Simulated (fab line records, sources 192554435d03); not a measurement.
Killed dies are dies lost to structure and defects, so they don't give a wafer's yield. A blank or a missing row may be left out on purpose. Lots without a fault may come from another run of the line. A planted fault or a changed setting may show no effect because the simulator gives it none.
fab line records | flow n5_finfet | part 2 of 2: steps 16 to 26 of 26
record lots=5 wafers=15 last_day=15
route steps=1938 shown BEOL_M1@786
lots that met no fault: from a run of the same line without faults
start_h: hours from the record's first day to the start of the lot's first wafer shown | wait_h: hours since the lot's step before | " the same as in the row above | L1.1+2: a row that stands for several wafers | - no value, or no start given | * or withheld: withheld | < > ~ a bound
route shown NAME@n: a module of which the file shows steps, and the number in the route of the first | usual: mean/standard deviation of fault-free wafers | same: alike in all rows | chamber/n: place in a boat | sites: the reading at each site | _std_site: their standard deviation | _edge_site: outer sites' mean less inner sites' | radius_mm: how far each site lies from the wafer's centre | mask NAME#n: copy n | behind: the tool/chamber that last shaped the wafer | hold: why the lot was held/for how many hours/how that ended | device: the transistor (n, p or np) that didn't switch | end of line: the same wafers' tests at the end of the route | a step without rows: its recipe alone | killed: dies lost to structure and defects at the first sort, not the wafer's yield | map: a wafer's dies, x killed, . not, _ none there
set.NAME: the setting as run; set.NAME@STEP: as run at that earlier step | model.NAME: the simulator's own value behind a step, which no gauge read
lots at some steps of the route; a table a step, a row a wafer
services: from which hour (start_h, from the record's first day; less than 0 if before it) a tool's chamber was out of use, for how many hours, and why
## steps
# step N5_BEOL_M1_ETCH_41
# recipe chemistry=CH3F/O2 target=SiCN target_depth_a=319 taper_deg=2 time_s=57.8 ion_energy_ev=120 mask_material=TiN pressure_mtorr=30 source_w=395 bias_w=75 Ar_flow_sccm=150 CH3F_flow_sccm=30 O2_flow_sccm=20
# usual O2_flow_sccm=19.99/0.062 drypump_motor_current_A=5.7/0.4 oes_product_au=0.75/0.077 rf_vpp_V=297.3/1.5 showerhead_plenum_p_Torr=2.00/0.061 throttle_valve_pct=16.44/0.26
# columns lot.wafer tool chamber start_h wait_h O2_flow_sccm drypump_motor_current_A oes_product_au rf_hours_counter_h rf_vpp_V showerhead_plenum_p_Torr throttle_valve_pct
L074.1 rie_diel-01 0 - - 19.90 5.3 0.69 233 298.1 2.04 16.64
L074.2 " 1 " " 20.01 6.0 0.92 19 299.2 2.04 15.93
L074.4 " 2 " " 19.94 6.3 0.74 150 297.7 2.00 16.42
L076.1 rie_diel-01 0 - - 19.96 5.3 0.69 237 299.5 2.04 16.67
L076.2 " 1 " " 19.93 6.0 0.90 22 299.3 2.04 15.93
L076.5 " 1 " " 19.90 6.0 0.91 - 297.7 2.04 15.93
L078.2 rie_diel-01 2 - - 19.92 6.3 0.74 156 298.3 2.00 16.43
L078.4 " 0 " " 20.03 5.3 0.69 241 297.5 2.04 16.67
L078.5 " 3 " " 19.94 5.8 0.73 - 295.3 1.91 16.26
L084.1 rie_diel-01 2 - - 20.01 6.2 0.73 164 296.1 1.99 16.44
L084.2 " 1 " " 19.89 6.0 0.89 33 296.8 2.04 15.95
L084.5 " 0 " " 19.96 5.2 0.69 - 298.2 2.03 16.69
L089.2 rie_diel-04 0 - - 20.06 4.7 0.69 214 295.7 1.91 16.57
L089.3 " 2 " " 20.02 5.7 0.70 195 300.4 2.06 16.06
L089.4 " 3 " " 19.97 6.0 0.71 230 297.0 1.98 16.81
# step N5_BEOL_M1_STRIP_97
# recipe chemistry=N2/H2 time_s=10 power_w=450 temp_c=40 pressure_mtorr=20 rf_frequency_hz=6e+07 bias_power_w=7 n2_flow_sccm=200 h2_flow_sccm=200
# usual drypump_motor_current_A=5.7/0.4 oes_product_au=0.75/0.078 rf_vpp_V=59.1/0.9 showerhead_plenum_p_Torr=2.53/0.08 throttle_valve_pct=23.7/0.31
# columns lot.wafer tool chamber start_h wait_h drypump_motor_current_A oes_product_au rf_hours_counter_h rf_vpp_V showerhead_plenum_p_Torr throttle_valve_pct
L074.1 rie_diel-01 0 - - 5.3 0.70 233 59.1 2.60 23.9
L074.2 " 1 " " 6.0 0.92 19 60.0 2.58 23.2
L074.4 " 2 " " 6.3 0.74 150 58.5 2.54 23.8
L076.1 rie_diel-01 0 - - 5.3 0.70 237 58.4 2.60 23.9
L076.2 " 1 " " 6.0 0.91 22 59.2 2.58 23.2
L076.5 " 1 " " 6.0 0.91 - 59.0 2.58 23.2
L078.2 rie_diel-01 2 - - 6.3 0.73 156 59.1 2.54 23.8
L078.4 " 0 " " 5.3 0.70 241 59.8 2.59 23.9
L078.5 " 3 " " 5.8 0.74 - 59.8 2.44 23.5
L084.1 rie_diel-01 2 - - 6.3 0.73 164 57.5 2.54 23.8
L084.2 " 1 " " 6.0 0.89 34 59.2 2.57 23.2
L084.5 " 0 " " 5.3 0.69 - 57.8 2.59 23.9
L089.2 rie_diel-04 0 - - 4.7 0.68 214 57.0 2.41 24.2
L089.3 " 2 " " 5.8 0.71 195 57.9 2.63 23.2
L089.4 " 3 " " 6.0 0.70 230 60.0 2.50 23.9
# step N5_BEOL_M1_OCD_MEAS_38
# usual trench_depth_nm=54.6/0.95
# columns lot.wafer tool chamber start_h wait_h trench_depth_nm
L074.1 ocd-02 - 131.97 - 52.0
L074.2 " - " " 55.2
L074.4 " - " " 53.0
L076.1 ocd-02 - 143.90 - 54.3
L076.2 " - " " 56.0
L076.5 " - " " 55.4
L078.2 ocd-01 - 156.04 - 54.5
L078.4 " - " " 53.2
L078.5 " - " " 53.0
L084.1 ocd-02 - 184.83 - 53.4
L084.2 " - " " 55.5
L084.5 " - " " 54.3
L089.2 ocd-02 - 217.81 - 55.3
L089.3 " - " " 54.4
L089.4 " - " " 55.2
# step N5_BEOL_M1_HM_STRIP_39
# recipe chemistry=peroxide_tin_strip material=TiN target_depth_a=250 temp_c=50 time_s=158
# columns lot.wafer tool chamber start_h wait_h
L074.1+2+4 wet_bench-01 1,0,3 132.00 0.0
L076.1+2+5 wet_bench-01 2,0,3 143.93 0.0
L078.2+4+5 wet_bench-04 0,5,4 156.07 0.0
L084.1+2+5 wet_bench-01 4,3,2 184.86 0.0
L089.2+3+4 wet_bench-04 2,6,1 217.84 0.0
# step N5_BEOL_M1_SRD_40
# recipe time_s=30 temp_c=23 rinse_liquid=diw dry=ipa_marangoni
# columns lot.wafer tool chamber start_h wait_h
L074.1+2+4 wet_bench-01 1,0,3 132.05 0.0
L076.1+2+5 wet_bench-01 2,0,3 143.99 0.0
L078.2+4+5 wet_bench-04 0,5,4 156.12 0.0
L084.1+2+5 wet_bench-01 4,3,2 184.90 0.0
L089.2+3+4 wet_bench-04 2,6,1 217.89 0.0
# step N5_BEOL_M1_PRECLEAN_42
# recipe chemistry=residue_remover time_s=60 temp_c=40
# columns lot.wafer tool chamber start_h wait_h
L074.1+2+4 wet_bench-01 1,0,3 132.07 0.0
L076.1+2+5 wet_bench-01 2,0,3 144.00 0.0
L078.2+4+5 wet_bench-04 0,5,4 156.14 0.0
L084.1+2+5 wet_bench-01 4,3,2 184.92 0.0
L089.2+3+4 wet_bench-04 2,6,1 217.91 0.0
# step N5_BEOL_M1_SRD_43
# recipe time_s=30 temp_c=23 rinse_liquid=diw dry=ipa_marangoni
# columns lot.wafer tool chamber start_h wait_h
L074.1+2+4 wet_bench-01 1,0,3 132.08 0.0
L076.1+2+5 wet_bench-01 2,0,3 144.02 0.0
L078.2+4+5 wet_bench-04 0,5,4 156.15 0.0
L084.1+2+5 wet_bench-01 4,3,2 184.94 0.0
L089.2+3+4 wet_bench-04 2,6,1 217.93 0.0
# step N5_BEOL_M1_CD_MEAS_35
# recipe target_cd_nm=18 target_cd_y_nm=21 polarity=opening
# usual cd_nm=18.0/0.36
# columns lot.wafer tool chamber start_h wait_h cd_nm
L074.1 cd_sem-01 - 132.12 0.0 17.4
L074.2 " - " " 18.1
L074.4 " - " " 18.2
L076.1 cd_sem-03 - 144.06 0.0 18.6
L076.2 " - " " 18.3
L076.5 " - " " 18.7
L078.2 cd_sem-01 - 156.20 0.0 18.1
L078.4 " - " " 17.9
L078.5 " - " " 18.2
L084.1 cd_sem-03 - 184.98 0.0 18.3
L084.2 " - " " 18.3
L084.5 " - " " 17.8
L089.2 cd_sem-03 - 217.97 0.0 17.9
L089.3 " - " " 17.7
L089.4 " - " " 17.2
# step N5_BEOL_M1_DEGAS_44
# recipe ambient=vacuum temp_c=250 time_s=60
# usual heater_power_w=320/23
# columns lot.wafer tool chamber start_h wait_h heater_power_w
L074.1 pvd_sputter-01 - 132.48 0.4 295
L074.2 " - " " 329
L074.4 " - " " 327
L076.1 pvd_sputter-01 - 144.55 0.5 330
L076.2 " - " " 323
L076.5 " - " " 337
L078.2 pvd_sputter-03 - 156.44 0.2 288
L078.4 " - " " 317
L078.5 " - " " 295
L084.1 pvd_sputter-02 - 185.15 0.2 288
L084.2 " - " " 321
L084.5 " - " " 284
L089.2 pvd_sputter-03 - 218.40 0.4 289
L089.3 " - " " 366
L089.4 " - " " 344
# step N5_BEOL_M1_PRE_CLEAN_45
# recipe gas=H2/He time_s=30 temp_c=250
# usual heater_power_w=319/23
# columns lot.wafer tool chamber start_h wait_h heater_power_w
L074.1 pvd_sputter-01 - 132.52 0.0 309
L074.2 " - " " 325
L074.4 " - " " 341
L076.1 pvd_sputter-01 - 144.59 0.0 332
L076.2 " - " " 318
L076.5 " - " " 335
L078.2 pvd_sputter-03 - 156.48 0.0 291
L078.4 " - " " 334
L078.5 " - " " 299
L084.1 pvd_sputter-02 - 185.19 0.0 294
L084.2 " - " " 317
L084.5 " - " " 283
L089.2 pvd_sputter-03 - 218.44 0.0 295
L089.3 " - " " 365
L089.4 " - " " 332
# step N5_BEOL_M1_ALD_84
# recipe material=TaN target_thk_a=* temp_c=275 ald_precursor_family=PDMAT ald_co_reactant=NH3 pressure_torr=3 carrier_flow_sccm=1500 pulse_time_s=2 purge_time_s=3 co_reactant_purge_time_s=2 co_reactant_pulse_time_s=3 ald_cycles=30 precursor_vessel_temp_c=75 precursor_vessel_pressure_torr=26.25 precursor_vessel_carrier_sccm=1000
# usual heater_power_w=426/41
# columns lot.wafer tool chamber start_h wait_h heater_power_w since_wet_clean_h
L074.1 ald_metal-03 1 132.60 0.1 380 1334
L074.2 " 0 " " 371 1334
L074.4 " 2 " " 419 1334
L076.1 ald_metal-01 2 144.67 0.1 404 4423
L076.2 " 0 " " 458 4423
L076.5 " 3 " " 445 -
L078.2 ald_metal-03 2 156.54 0.0 438 1358
L078.4 " 0 " " 381 1358
L078.5 " 0 " " 385 -
L084.1 ald_metal-03 0 185.25 0.0 378 1387
L084.2 " 1 " " 381 1387
L084.5 " 2 " " 442 -
L089.2 ald_metal-03 0 218.50 0.0 373 1420
L089.3 " 1 " " 385 1420
L089.4 " 2 " " 431 1420
## services
# columns tool chamber start_h hours kind
rie_diel-04 1 100.49 1.5 repair
rie_diel-01 - 103.88 18.9 repair
ald_sin-03 0 108.65 1.6 repair
rie_diel-04 3 109.90 12.2 repair
ald_sin-03 1 110.91 6.8 repair
ald_sin-02 - 112.32 0.6 repair
ald_sin-01 0 116.49 4.4 repair
pvd_sputter-02 - 124.06 2.1 repair
rie_diel-04 3 126.58 27.6 repair
rie_diel-01 - 126.93 0.3 repair
ald_sin-01 - 134.08 0.8 pm
ald_sin-02 - 134.75 2.8 pm
rie_diel-04 - 138.91 0.5 repair
rie_diel-04 1 154.34 - clean
rie_diel-04 1 154.34 - consumable_replace:focus_ring
rie_diel-04 1 154.34 25.1 scheduled_down
rie_diel-04 1 154.34 25.1 vent_cycle
ald_sin-02 - 177.21 14.0 pm
rie_diel-01 0 188.11 - clean
rie_diel-01 0 188.11 - consumable_replace:focus_ring
rie_diel-01 0 188.11 20.4 scheduled_down
rie_diel-01 0 188.11 20.4 vent_cycle
rie_diel-01 1 203.57 15.6 repair
ald_sin-02 - 206.42 0.3 repair
